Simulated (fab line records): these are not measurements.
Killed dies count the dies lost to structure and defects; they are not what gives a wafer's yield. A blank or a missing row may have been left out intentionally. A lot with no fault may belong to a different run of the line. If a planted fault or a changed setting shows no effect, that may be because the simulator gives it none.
fab line records    flow n5_finfet    part 1 of 2: steps 1 to 21 of 29
record lots=5  wafers=15  last_day=17
route steps=1938 shown MOL_CONTACT_COAG@595
lots with no fault: from the same line, run without faults
start_h: start of the lot's first displayed wafer, in hours after the record's first day    wait_h: how many hours have passed since the lot's step before this one    " as in the row above    L1.1+2: a row that stands for several wafers    - no value, or no start was given    * or withheld: withheld    < > ~ a bound
route shown NAME@n: names a module that has steps shown in the file, with the first one's number in the route    usual: mean/standard deviation of fault-free wafers    same: alike in all rows    chamber/n: place in a boat    sites: readings site by site    _std_site: how widely they spread, as a standard deviation    _edge_site: the outer-site mean with the inner-site mean subtracted    radius_mm: how far each site lies from the wafer's centre    mask NAME#n: copy n    behind: the most recent tool/chamber to have shaped the wafer    hold: why the lot went on hold/how many hours it stayed there/how the hold came to an end    device: the n, p or np transistor that did not switch    end of line: the route-end tests of the same wafers    for a step that has no rows: nothing shown but its recipe    killed: the dies lost at the first sort to structure and to defects; this is not the yield of the wafer    map: dies across one wafer; x = killed, . = not, _ = none there
set.NAME: setting as actually run; set.NAME@STEP: the setting as run at that earlier step    model.NAME: the simulator's own value behind a step, which no gauge read
a table for each step, a row for each wafer; lots at some steps of the route
services: from which hour (start_h, from the record's first day; less than 0 if before it) a tool's chamber was out of use, for how many hours, and why
## steps
# step N5_MOL_CONTACT_COAG_COAT_64
# recipe resist=underlayer  temp_c=205  time_s=60  spin_rpm=1500  resist_thk_nm=10
lot.wafer   tool            chamber  start_h  wait_h
L087.2+4+6  litho_track-01  0        -        -
L090.2+3+5  litho_track-05  0        -        -
L092.2+3+6  litho_track-03  0        -        -
L094.1+3+4  litho_track-05  0        -        -
L097.3+4+6  litho_track-05  0        -        -
# step N5_MOL_CONTACT_COAG_COAT_34
# recipe resist=CAR-EUV  spin_rpm=1500  resist_thk_nm=40
lot.wafer   tool            chamber  start_h  wait_h
L087.2+4+6  litho_track-01  0        -        -
L090.2+3+5  litho_track-05  0        -        -
L092.2+3+6  litho_track-03  0        -        -
L094.1+3+4  litho_track-05  0        -        -
L097.3+4+6  litho_track-05  0        -        -
# step N5_MOL_CONTACT_COAG_EBR_36
# recipe solvent=PGMEA  ebr_width_mm=1.5
lot.wafer   tool            chamber  start_h  wait_h
L087.2+4+6  litho_track-01  0        -        -
L090.2+3+5  litho_track-05  0        -        -
L092.2+3+6  litho_track-03  0        -        -
L094.1+3+4  litho_track-05  0        -        -
L097.3+4+6  litho_track-05  0        -        -
# step N5_MOL_CONTACT_COAG_SOFTBAKE_35
# recipe temp_c=110  time_s=60  resist=CAR-EUV
lot.wafer   tool            chamber  start_h  wait_h
L087.2+4+6  litho_track-01  0        -        -
L090.2+3+5  litho_track-05  0        -        -
L092.2+3+6  litho_track-03  0        -        -
L094.1+3+4  litho_track-05  0        -        -
L097.3+4+6  litho_track-05  0        -        -
# step N5_MOL_CONTACT_COAG_EXPOSE_37
# recipe mask_id=VD  na=0.33  source_shape=annular  sigma_inner=0.3  sigma_outer=0.7  polarization=unpolarized  defocus_nm=0  dose_mj=62
lot.wafer   tool            chamber  start_h  wait_h  mask
L087.2+4+6  euv_scanner-02  0        185.06   -       VD#0
L090.2+3+5  euv_scanner-02  0        199.64   -       VD#0
L092.2+3+6  euv_scanner-01  0        205.32   -       VD#0
L094.1+3+4  euv_scanner-02  0        223.32   -       VD#0
L097.3+4+6  euv_scanner-01  0        241.37   -       VD#0
# step N5_MOL_CONTACT_COAG_PEB_38
# recipe peb_temp_c=100  peb_time_s=60  resist=CAR-EUV
lot.wafer   tool            chamber  start_h  wait_h
L087.2+4+6  litho_track-05  0        185.13   0.1
L090.2+3+5  litho_track-05  0        199.71   0.1
L092.2+3+6  litho_track-05  0        205.39   0.1
L094.1+3+4  litho_track-05  0        223.40   0.1
L097.3+4+6  litho_track-05  0        241.43   0.1
# step N5_MOL_CONTACT_COAG_DEVELOP_39
# recipe develop_time_s=30  developer=TMAH  resist=CAR-EUV  rinse_liquid=surfactant_rinse  dry=air_spin  dev_temp_c=23
lot.wafer   tool            chamber  start_h  wait_h
L087.2+4+6  litho_track-05  0        -        -
L090.2+3+5  litho_track-05  0        -        -
L092.2+3+6  litho_track-05  0        -        -
L094.1+3+4  litho_track-05  0        -        -
L097.3+4+6  litho_track-05  0        -        -
# step N5_MOL_CONTACT_COAG_CD_MEAS_40
# recipe target_cd_nm=25.1  landing_energy_ev=500  detector=se_inlens  polarity=opening
# usual cd_nm=25.07/0.24
lot.wafer  tool       chamber  start_h  wait_h  cd_nm
L087.2     cd_sem-03  0        185.20   -       25.16
L087.4     "          0        "        "       24.68
L087.6     "          0        "        "       24.96
L090.2     cd_sem-03  0        199.78   -       24.85
L090.3     "          0        "        "       25.33
L090.5     "          0        "        "       25.09
L092.2     cd_sem-02  0        205.46   -       25.02
L092.3     "          0        "        "       25.15
L092.6     "          0        "        "       25.01
L094.1     cd_sem-03  0        223.47   -       24.85
L094.3     "          0        "        "       24.68
L094.4     "          0        "        "       25.12
L097.3     cd_sem-01  0        241.50   -       24.95
L097.4     "          0        "        "       24.99
L097.6     "          0        "        "       24.67
# step N5_MOL_CONTACT_COAG_OVL_MEAS_41
# recipe points_per_wafer=522
# usual VD_OVL=0.4/0.68
lot.wafer  tool        chamber  start_h  wait_h  VD_OVL[nm]
L087.2     overlay-01  0        185.24   0.0     0.9
L087.4     "           0        "        "       0.6
L087.6     "           0        "        "       -0.4
L090.2     overlay-02  0        199.81   0.0     -0.3
L090.3     "           0        "        "       1.0
L090.5     "           0        "        "       0.4
L092.2     overlay-02  0        205.49   0.0     0.2
L092.3     "           0        "        "       0.9
L092.6     "           0        "        "       0.4
L094.1     overlay-02  0        223.50   0.0     0.6
L094.3     "           0        "        "       -0.5
L094.4     "           0        "        "       -0.2
L097.3     overlay-01  0        241.54   0.0     0.8
L097.4     "           0        "        "       0.3
L097.6     "           0        "        "       0.3
# step N5_MOL_CONTACT_COAG_INSPECT_42
# recipe mode=adi  inspect_instrument=brightfield
# usual raw_defect_count=193/45
lot.wafer  tool               chamber  start_h  wait_h  raw_defect_count
L087.2     defect_inspect-02  -        185.29   0.0     179
L087.4     "                  -        "        "       141
L087.6     "                  -        "        "       121
L090.2     defect_inspect-02  -        199.86   0.0     181
L090.3     "                  -        "        "       205
L090.5     "                  -        "        "       244
L092.2     defect_inspect-01  -        205.55   0.0     198
L092.3     "                  -        "        "       104
L092.6     "                  -        "        "       159
L094.1     defect_inspect-02  -        223.56   0.1     97
L094.3     "                  -        "        "       168
L094.4     "                  -        "        "       132
L097.3     defect_inspect-02  -        241.59   0.0     181
L097.4     "                  -        "        "       207
L097.6     "                  -        "        "       198
# step N5_MOL_CONTACT_COAG_DESCUM_45
# recipe chemistry=O2  time_s=7  source_power_w=50  bias_power_w=20  pressure_mtorr=20  rf_frequency_hz=2.712e+07  temp_c=40  resist=CAR-EUV  o2_flow_sccm=225
# usual drypump_motor_current_A=5.9/0.43  oes_product_au=0.78/0.068  rf_vpp_V=243.4/1.2  showerhead_plenum_p_Torr=2.10/0.064  throttle_valve_pct=20.4/0.31
lot.wafer  tool         chamber  start_h  wait_h  drypump_motor_current_A  oes_product_au  rf_hours_counter_h  rf_vpp_V  showerhead_plenum_p_Torr  throttle_valve_pct
L087.2     rie_diel-01  2        185.38   0.1     6.2                      0.92            33                  242.3     2.14                      20.6
L087.4     "            0        "        "       6.5                      0.78            144                 245.1     2.18                      20.5
L087.6     "            1        "        "       6.0                      0.72            -                   240.9     1.98                      20.3
L090.2     rie_diel-03  1        199.99   0.1     5.5                      0.81            80                  242.7     2.12                      20.6
L090.3     "            3        "        "       6.3                      0.84            84                  241.6     2.01                      19.9
L090.5     "            1        "        "       5.4                      0.81            -                   242.9     2.12                      20.6
L092.2     rie_diel-01  3        205.58   0.0     6.1                      0.69            234                 242.5     2.08                      21.0
L092.3     "            1        "        "       5.9                      0.71            180                 240.9     1.98                      20.3
L092.6     "            3        "        "       6.1                      0.70            -                   243.0     2.08                      21.0
L094.1     rie_diel-01  3        223.79   0.2     6.2                      0.69            240                 244.5     2.08                      21.0
L094.3     "            2        "        "       6.2                      0.89            46                  242.7     2.14                      20.6
L094.4     "            1        "        "       5.9                      0.70            186                 242.8     1.98                      20.3
L097.3     rie_diel-01  3        241.66   0.1     6.1                      0.69            246                 242.3     2.08                      21.0
L097.4     "            1        "        "       5.9                      0.70            191                 242.1     1.98                      20.3
L097.6     "            0        "        "       6.4                      0.76            -                   245.2     2.17                      20.6
# step N5_MOL_CONTACT_COAG_ETCH_65
# recipe chemistry=N2/H2  target=underlayer  target_depth_a=130  mask_material=CAR-EUV  time_s=10.4  ion_energy_ev=200  pressure_mtorr=30  source_w=840  bias_w=150  n2_flow_sccm=200  h2_flow_sccm=200  ends=cleared
# usual drypump_motor_current_A=5.9/0.43  etch_rf_on_time_s=10.6/0.36  oes_product_au=0.66/0.054  rf_vpp_V=524.2/2  showerhead_plenum_p_Torr=2.55/0.072  throttle_valve_pct=17.83/0.23
lot.wafer  tool         chamber  start_h  wait_h  drypump_motor_current_A  etch_rf_on_time_s  oes_product_au  rf_hours_counter_h  rf_vpp_V  showerhead_plenum_p_Torr  throttle_valve_pct
L087.2     rie_diel-01  2        185.41   0.0     6.3                      10.2               0.77            33                  524.0     2.59                      17.85
L087.4     "            0        "        "       6.5                      11.1               0.65            144                 526.9     2.64                      17.97
L087.6     "            1        "        "       6.0                      10.6               0.60            -                   522.0     2.40                      17.66
L090.2     rie_diel-03  1        200.03   0.0     5.4                      10.6               0.69            80                  524.6     2.58                      18.00
L090.3     "            3        "        "       6.3                      10.6               0.71            84                  521.7     2.46                      17.43
L090.5     "            1        "        "       5.5                      10.6               0.69            -                   526.2     2.58                      17.99
L092.2     rie_diel-01  3        205.62   0.0     6.1                      9.8                0.62            234                 523.6     2.51                      18.26
L092.3     "            1        "        "       6.0                      10.6               0.60            180                 521.2     2.40                      17.66
L092.6     "            3        "        "       6.1                      9.8                0.62            -                   523.4     2.51                      18.25
L094.1     rie_diel-01  3        223.82   0.0     6.1                      9.8                0.61            240                 521.8     2.50                      18.26
L094.3     "            2        "        "       6.2                      10.2               0.74            46                  524.9     2.59                      17.88
L094.4     "            1        "        "       6.0                      10.6               0.60            186                 521.1     2.40                      17.66
L097.3     rie_diel-01  3        241.69   0.0     6.1                      9.8                0.62            246                 523.4     2.50                      18.29
L097.4     "            1        "        "       6.0                      10.6               0.60            191                 519.9     2.39                      17.68
L097.6     "            0        "        "       6.4                      11.1               0.63            -                   526.4     2.64                      17.99
# step N5_MOL_CONTACT_COAG_ETCH_66
# recipe chemistry=CF4  target=SiARC  target_depth_a=130  mask_material=CAR-EUV  time_s=21.7  ion_energy_ev=80  pressure_mtorr=40  source_w=545  bias_w=36  Ar_flow_sccm=100  cf4_flow_sccm=100  ends=cleared
# usual drypump_motor_current_A=5.9/0.43  etch_rf_on_time_s=22.1/0.77  oes_product_au=0.66/0.055  rf_vpp_V=184.3/1.1  showerhead_plenum_p_Torr=2.16/0.059  throttle_valve_pct=15.66/0.21
lot.wafer  tool         chamber  start_h  wait_h  drypump_motor_current_A  etch_rf_on_time_s  oes_product_au  rf_hours_counter_h  rf_vpp_V  showerhead_plenum_p_Torr  throttle_valve_pct
L087.2     rie_diel-01  2        185.43   0.0     6.2                      21.4               0.77            33                  185.5     2.18                      15.63
L087.4     "            0        "        "       6.5                      23.1               0.65            144                 185.1     2.23                      15.73
L087.6     "            1        "        "       6.0                      22.6               0.59            -                   181.9     2.05                      15.63
L090.2     rie_diel-03  1        200.05   0.0     5.4                      21.7               0.69            80                  184.5     2.17                      15.82
L090.3     "            3        "        "       6.3                      22.1               0.70            84                  183.7     2.09                      15.26
L090.5     "            1        "        "       5.5                      21.6               0.69            -                   184.3     2.18                      15.81
L092.2     rie_diel-01  3        205.64   0.0     6.1                      20.6               0.62            234                 182.1     2.11                      15.96
L092.3     "            1        "        "       6.0                      22.5               0.59            180                 184.0     2.04                      15.65
L092.6     "            3        "        "       6.1                      20.7               0.62            -                   184.2     2.11                      15.97
L094.1     rie_diel-01  3        223.84   0.0     6.1                      21.0               0.61            240                 184.5     2.11                      15.97
L094.3     "            2        "        "       6.2                      21.5               0.76            46                  183.8     2.18                      15.65
L094.4     "            1        "        "       5.9                      22.6               0.59            186                 183.3     2.04                      15.66
L097.3     rie_diel-01  3        241.71   0.0     6.1                      20.9               0.60            246                 183.8     2.10                      15.99
L097.4     "            1        "        "       6.0                      22.4               0.59            191                 182.6     2.04                      15.68
L097.6     "            0        "        "       6.5                      23.2               0.63            -                   184.4     2.22                      15.78
# step N5_MOL_CONTACT_COAG_ALD_133
# recipe material=SiO2  target_thk_a=50  temp_c=100  ald_precursor_family=BDEAS  ald_co_reactant=O2-plasma  pulse_time_s=1  co_reactant_pulse_time_s=1  purge_time_s=2  co_reactant_purge_time_s=2  ald_cycles=35  pressure_torr=2
# usual heater_power_w=79/7.4  precursor_pulse_height_rel=1.000/0.02
lot.wafer  tool        chamber  start_h  wait_h  heater_power_w  precursor_pulse_height_rel
L087.2     ald_sin-03  2        185.52   0.1     89              0.967
L087.4     "           1        "        "       70              1.012
L087.6     "           0        "        "       89              0.998
L090.2     ald_sin-04  3        200.61   0.5     84              1.028
L090.3     "           1        "        "       81              0.993
L090.5     "           2        "        "       85              1.002
L092.2     ald_sin-03  3        205.77   0.1     76              1.009
L092.3     "           2        "        "       86              0.967
L092.6     "           2        "        "       89              1.016
L094.1     ald_sin-01  1        224.45   0.6     78              1.037
L094.3     "           0        "        "       63              0.976
L094.4     "           2        "        "       76              1.012
L097.3     ald_sin-03  1        241.88   0.1     70              1.001
L097.4     "           0        "        "       88              1.025
L097.6     "           2        "        "       87              1.016
# step N5_MOL_CONTACT_COAG_ETCHBACK_134
# recipe chemistry=CHF3  target=SiO2  target_depth_a=100  time_s=6.7  ion_energy_ev=200  pressure_mtorr=30  source_w=610  bias_w=170  Ar_flow_sccm=200  CHF3_flow_sccm=50
# usual drypump_motor_current_A=6.0/0.4  oes_product_au=0.77/0.072  rf_vpp_V=521/14  showerhead_plenum_p_Torr=2.39/0.063  throttle_valve_pct=18.79/0.25
lot.wafer  tool         chamber  start_h  wait_h  drypump_motor_current_A  oes_product_au  rf_hours_counter_h  rf_vpp_V  showerhead_plenum_p_Torr  throttle_valve_pct
L087.2     rie_diel-01  2        185.77   0.2     6.2                      0.91            33                  525       2.43                      18.83
L087.4     "            0        "        "       6.5                      0.77            144                 527       2.47                      18.77
L087.6     "            1        "        "       6.0                      0.71            -                   525       2.29                      18.78
L090.2     rie_diel-01  3        200.79   0.1     6.1                      0.72            233                 539       2.35                      19.13
L090.3     "            1        "        "       5.9                      0.71            179                 526       2.29                      18.80
L090.5     "            3        "        "       6.1                      0.72            -                   537       2.35                      19.11
L092.2     rie_diel-03  1        205.95   0.1     5.5                      0.81            82                  517       2.41                      18.90
L092.3     "            2        "        "       5.4                      0.70            190                 532       2.35                      18.49
L092.6     "            2        "        "       5.4                      0.70            -                   531       2.35                      18.48
L094.1     rie_diel-01  3        224.62   0.1     6.1                      0.72            240                 539       2.35                      19.13
L094.3     "            2        "        "       6.2                      0.88            46                  523       2.43                      18.86
L094.4     "            0        "        "       6.4                      0.75            157                 530       2.46                      18.80
L097.3     rie_diel-06  1        242.10   0.1     6.5                      0.98            1                   536       2.45                      18.70
L097.4     "            2        "        "       5.4                      0.71            216                 506       2.34                      18.62
L097.6     "            3        "        "       5.2                      0.80            -                   525       2.44                      18.86
# step N5_MOL_CONTACT_COAG_ETCH_67
# recipe chemistry=N2/H2  target=SOC  target_depth_a=600  overetch_a=210  mask_material=SiARC  temp_c=40  time_s=101.2  ion_energy_ev=200  pressure_mtorr=30  source_w=840  bias_w=150  n2_flow_sccm=200  h2_flow_sccm=200
# usual drypump_motor_current_A=6.0/0.4  oes_product_au=0.65/0.058  rf_vpp_V=524.1/2.1  showerhead_plenum_p_Torr=2.54/0.074  throttle_valve_pct=17.82/0.23
lot.wafer  tool         chamber  start_h  wait_h  drypump_motor_current_A  oes_product_au  rf_hours_counter_h  rf_vpp_V  showerhead_plenum_p_Torr  throttle_valve_pct
L087.2     rie_diel-01  2        185.80   0.0     6.2                      0.75            33                  524.0     2.59                      17.83
L087.4     "            0        "        "       6.4                      0.65            144                 526.5     2.64                      17.94
L087.6     "            1        "        "       6.0                      0.60            -                   520.8     2.40                      17.60
L090.2     rie_diel-01  3        200.83   0.0     6.1                      0.59            233                 524.0     2.51                      18.20
L090.3     "            1        "        "       6.0                      0.59            179                 521.6     2.40                      17.62
L090.5     "            3        "        "       6.2                      0.59            -                   523.1     2.51                      18.20
L092.2     rie_diel-03  1        205.98   0.0     5.5                      0.68            82                  525.2     2.58                      17.96
L092.3     "            2        "        "       5.4                      0.60            190                 524.7     2.55                      17.81
L092.6     "            2        "        "       5.4                      0.60            -                   523.4     2.55                      17.81
L094.1     rie_diel-01  3        224.66   0.0     6.1                      0.59            240                 522.2     2.50                      18.22
L094.3     "            2        "        "       6.2                      0.73            46                  525.2     2.59                      17.84
L094.4     "            0        "        "       6.5                      0.64            157                 528.0     2.64                      17.95
L097.3     rie_diel-06  1        242.13   0.0     6.5                      0.81            1                   525.3     2.61                      17.79
L097.4     "            2        "        "       5.4                      0.61            216                 523.4     2.52                      17.84
L097.6     "            3        "        "       5.3                      0.68            -                   525.3     2.57                      17.75
# step N5_MOL_CONTACT_COAG_STRIP_68
# recipe chemistry=N2/H2  temp_c=40  n2_flow_sccm=200  h2_flow_sccm=200  rf_frequency_hz=6e+07
lot.wafer   tool         chamber  start_h  wait_h
L087.2+4+6  rie_diel-01  2,0,1    185.87   0.0
L090.2+3+5  rie_diel-01  3,1,3    200.90   0.0
L092.2+3+6  rie_diel-03  1,2,2    206.05   0.0
L094.1+3+4  rie_diel-01  3,2,0    224.73   0.0
L097.3+4+6  rie_diel-06  1,2,3    242.20   0.0
# step N5_MOL_CONTACT_COAG_STRIP_69
# recipe chemistry=N2/H2  temp_c=40  n2_flow_sccm=200  h2_flow_sccm=200  rf_frequency_hz=6e+07
lot.wafer   tool         chamber  start_h  wait_h
L087.2+4+6  rie_diel-01  2,0,1    185.88   0.0
L090.2+3+5  rie_diel-01  3,1,3    200.91   0.0
L092.2+3+6  rie_diel-03  1,2,2    206.06   0.0
L094.1+3+4  rie_diel-01  3,2,0    224.74   0.0
L097.3+4+6  rie_diel-06  1,2,3    242.21   0.0
# step N5_MOL_CONTACT_COAG_ETCHBACK_136
# recipe chemistry=CHF3  target=SiO2  target_depth_a=250  time_s=16.7  ion_energy_ev=200  pressure_mtorr=30  source_w=610  bias_w=170  Ar_flow_sccm=200  CHF3_flow_sccm=50
# usual drypump_motor_current_A=6.0/0.4  oes_product_au=0.77/0.072  rf_vpp_V=521/14  showerhead_plenum_p_Torr=2.39/0.063  throttle_valve_pct=18.79/0.25
lot.wafer  tool         chamber  start_h  wait_h  drypump_motor_current_A  oes_product_au  rf_hours_counter_h  rf_vpp_V  showerhead_plenum_p_Torr  throttle_valve_pct
L087.2     rie_diel-01  2        185.89   0.0     6.2                      0.90            33                  522       2.43                      18.83
L087.4     "            0        "        "       6.4                      0.75            144                 529       2.47                      18.76
L087.6     "            1        "        "       5.9                      0.71            -                   526       2.29                      18.79
L090.2     rie_diel-01  3        200.92   0.0     6.1                      0.72            233                 536       2.35                      19.13
L090.3     "            1        "        "       6.0                      0.71            179                 526       2.29                      18.79
L090.5     "            3        "        "       6.1                      0.73            -                   538       2.35                      19.11
L092.2     rie_diel-03  1        206.07   0.0     5.5                      0.81            82                  519       2.41                      18.90
L092.3     "            2        "        "       5.4                      0.70            190                 530       2.35                      18.50
L092.6     "            2        "        "       5.4                      0.71            -                   531       2.35                      18.49
L094.1     rie_diel-01  3        224.75   0.0     6.1                      0.71            240                 536       2.35                      19.14
L094.3     "            2        "        "       6.2                      0.88            46                  524       2.43                      18.84
L094.4     "            0        "        "       6.5                      0.75            157                 529       2.46                      18.79
L097.3     rie_diel-06  1        242.22   0.0     6.5                      1.00            1                   536       2.45                      18.71
L097.4     "            2        "        "       5.4                      0.71            216                 506       2.35                      18.64
L097.6     "            3        "        "       5.3                      0.81            -                   527       2.44                      18.86
# step N5_MOL_CONTACT_COAG_STRIP_120
# recipe chemistry=CHF3  resist=SiARC  rf_frequency_hz=6e+07
lot.wafer   tool         chamber  start_h  wait_h
L087.2+4+6  rie_diel-01  2,0,1    185.92   0.0
L090.2+3+5  rie_diel-01  3,1,3    200.94   0.0
L092.2+3+6  rie_diel-03  1,2,2    206.09   0.0
L094.1+3+4  rie_diel-01  3,2,0    224.77   0.0
L097.3+4+6  rie_diel-06  1,2,3    242.25   0.0
# step N5_MOL_CONTACT_COAG_VIA_ETCH_117
# recipe chemistry=C4F6/O2  target_depth_a=400  overetch_a=80  mask_material=SOC  target=SiO2  bias_w=455  pressure_mtorr=10  time_s=26  source_w=325  Ar_flow_sccm=300  C4F6_flow_sccm=10  O2_flow_sccm=10  ion_energy_ev=575.3  ends=end_point
# usual C4F6_flow_sccm=10.00/0.031  drypump_motor_current_A=6.0/0.4  oes_product_au=0.70/0.06  rf_vpp_V=1579/39  showerhead_plenum_p_Torr=2.85/0.073  throttle_valve_pct=41.2/0.46
lot.wafer  tool         chamber  start_h  wait_h  C4F6_flow_sccm  drypump_motor_current_A  oes_product_au  rf_hours_counter_h  rf_vpp_V  showerhead_plenum_p_Torr  throttle_valve_pct
L087.2     rie_diel-01  2        185.93   0.0     9.98            6.2                      0.80            33                  1585      2.90                      41.3
L087.4     "            0        "        "       10.03           6.4                      0.71            144                 1601      2.94                      41.3
L087.6     "            1        "        "       9.99            5.9                      0.64            -                   1592      2.74                      40.8
L090.2     rie_diel-01  3        200.95   0.0     10.08           6.1                      0.62            233                 1623      2.80                      42.0
L090.3     "            1        "        "       9.97            6.0                      0.65            179                 1591      2.74                      40.8
L090.5     "            3        "        "       10.07           6.1                      0.63            -                   1622      2.80                      42.0
L092.2     rie_diel-03  1        206.10   0.0     9.95            5.4                      0.72            82                  1572      2.88                      40.8
L092.3     "            2        "        "       10.00           5.4                      0.65            190                 1607      2.80                      41.1
L092.6     "            2        "        "       9.98            5.4                      0.65            -                   1607      2.80                      41.1
L094.1     rie_diel-01  3        224.78   0.0     10.00           6.1                      0.63            240                 1623      2.80                      42.0
L094.3     "            2        "        "       9.95            6.2                      0.77            46                  1584      2.89                      41.3
L094.4     "            0        "        "       9.98            6.5                      0.70            157                 1601      2.93                      41.3
L097.3     rie_diel-06  1        242.26   0.0     10.01           6.5                      0.86            1                   1619      2.92                      41.3
L097.4     "            2        "        "       10.00           5.4                      0.65            216                 1538      2.80                      40.3
L097.6     "            3        "        "       9.99            5.3                      0.74            -                   1593      2.92                      41.5
